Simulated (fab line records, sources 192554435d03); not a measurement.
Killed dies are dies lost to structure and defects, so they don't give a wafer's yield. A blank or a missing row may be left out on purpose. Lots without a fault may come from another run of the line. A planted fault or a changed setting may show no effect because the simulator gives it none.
Split-lot experiment | flow n5_finfet | 7 lots, 21 wafers read, on a route of 1938 steps

THE SPLIT
At N5_GATE_CUT_COAT_27 (time 60 s, resist thk 10 nm), the setting spin_rpm was moved away from the recipe's 1500 rpm on 6 of the 21 wafers read, by -4.1% to +10.1%. The other wafers ran this setting at the recipe's value.

FROM THE SPLIT TO THE READING: what the file shows between them, 4 steps
- N5_GATE_CUT_COAT_07: resist thk 30 nm
- N5_GATE_CUT_EBR_09
- N5_GATE_CUT_DESCUM_18: chemistry O2, time 7 s
- N5_GATE_CUT_ETCH_28: etches underlayer in N2/H2, target depth 13 nm, time 10.4 s

THE READING
CAR-EUV_of_GATE_CUT_COAT_07.thk_nm (the simulator's own value, which no gauge read), in nm, at N5_GATE_CUT_ETCH_36 (etches SiARC in CF4, target depth 13 nm, time 21.7 s). The file gives no usual value for it. The 15 wafers here that ran the recipe average 7.0 nm, standard deviation 0.15 nm.

wafer  | tool, chamber at the split | spin_rpm as run, rpm | against the recipe | CAR-EUV_of_GATE_CUT_COAT_07.thk_nm, nm | against lot-mates on the recipe
L075.2 | litho_track-03, 0          | 1500                 | recipe             | 6.8                                    | -
L075.3 | litho_track-03, 0          | 1500                 | recipe             | 6.8                                    | -
L075.4 | litho_track-03, 0          | 1500                 | recipe             | 7                                      | -
L077.3 | litho_track-01, 0          | 1652                 | +10.1%             | 7.4                                    | +0.6
L077.4 | litho_track-01, 0          | 1652                 | +10.1%             | 7.4                                    | +0.6
L077.6 | litho_track-01, 0          | 1500                 | recipe             | 6.8                                    | -
L080.3 | litho_track-03, 0          | 1500                 | recipe             | 6.8                                    | -
L080.4 | litho_track-03, 0          | 1450                 | -3.3%              | 6.6                                    | -0.2
L080.6 | litho_track-03, 0          | 1450                 | -3.3%              | 6.6                                    | -0.2
L084.1 | litho_track-02, 0          | 1439                 | -4.1%              | 6.8                                    | -0.2
L084.3 | litho_track-02, 0          | 1500                 | recipe             | 7                                      | -
L084.5 | litho_track-02, 0          | 1500                 | recipe             | 7                                      | -
L092.1 | litho_track-01, 0          | 1606                 | +7.1%              | 7.4                                    | +0.3
L092.3 | litho_track-01, 0          | 1500                 | recipe             | 7                                      | -
L092.6 | litho_track-01, 0          | 1500                 | recipe             | 7.2                                    | -
L095.1 | litho_track-03, 0          | 1500                 | recipe             | 7.2                                    | -
L095.3 | litho_track-03, 0          | 1500                 | recipe             | 7                                      | -
L095.6 | litho_track-03, 0          | 1500                 | recipe             | 7                                      | -
L096.2 | litho_track-03, 0          | 1500                 | recipe             | 7.2                                    | -
L096.3 | litho_track-03, 0          | 1500                 | recipe             | 7.2                                    | -
L096.4 | litho_track-03, 0          | 1500                 | recipe             | 7                                      | -

THE FIT
A straight line over all 21 wafers: CAR-EUV_of_GATE_CUT_COAT_07.thk_nm changes by +0.0507 nm for each +1% of spin_rpm; r = +0.79; the points scatter about the line by 0.15 nm.
The same after taking each lot's own level away (the mean of its wafers on the recipe; 21 wafers): +0.0559 nm for each +1%; r = +0.94; scatter 0.077 nm.
On that fit, the largest move of spin_rpm shifts the reading by 0.57 nm.
The lots' own levels span 6.80 to 7.13 nm, that is 2.3 times the standard deviation above.
So the lot-to-lot level blurs the effect unless lot-mates are compared.
Check: with one of the wafers moved furthest among these (+10.1%) left out of the fit, the line predicts +0.546 nm for it against its lot-mates. It came out at +0.6 nm against them.

OTHER SPLITS ON THESE WAFERS
These wafers also went through other splits before the reading. Each is held against what the fit with the lots' levels taken away leaves over:
other split on the same wafers | wafers away from the commonest value | r with CAR-EUV_of_GATE_CUT_COAT_07.thk_nm (lot level and that fit taken away)
N5_SDB_COAT_03 spin_rpm        | 10                                   | +0.02
N5_HKMG_FIN_COAT_43 spin_rpm   | 7                                    | -0.05
N5_HKMG_FIN_PEB_47 peb_time_s  | 7                                    | -0.19
N5_GATE_CUT_ETCH_58 bias_w     | 5                                    | +0.16

THE WHOLE CHAIN: every reading that the file lists as answering this split, in the file's order
step                | what it does                                                | reading                                                                                | change (the file's fit)                | r (the file's)
N5_GATE_CUT_COAT_27 | time 60 s, resist thk 10 nm                                 | underlayer_of_GATE_CUT_COAT_27.thk_nm (the simulator's own value, which no gauge read) | -0.0464 nm for each +1% of the setting | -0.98
N5_GATE_CUT_ETCH_28 | etches underlayer in N2/H2, target depth 13 nm, time 10.4 s | CAR-EUV_of_GATE_CUT_COAT_07.thk_nm (the simulator's own value, which no gauge read)    | +0.0464 nm for each +1% of the setting | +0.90
N5_GATE_CUT_ETCH_28 | etches underlayer in N2/H2, target depth 13 nm, time 10.4 s | etch.depth_nm (the simulator's own value, which no gauge read)                         | -0.047 nm for each +1% of the setting  | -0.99
N5_GATE_CUT_ETCH_36 | etches SiARC in CF4, target depth 13 nm, time 21.7 s        | CAR-EUV_of_GATE_CUT_COAT_07.thk_nm (the simulator's own value, which no gauge read)    | +0.0537 nm for each +1% of the setting | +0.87

THE FILE'S OWN FIT
CAR-EUV_of_GATE_CUT_COAT_07.thk_nm changes by +0.0537 nm for each +1% of spin_rpm, r = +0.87.
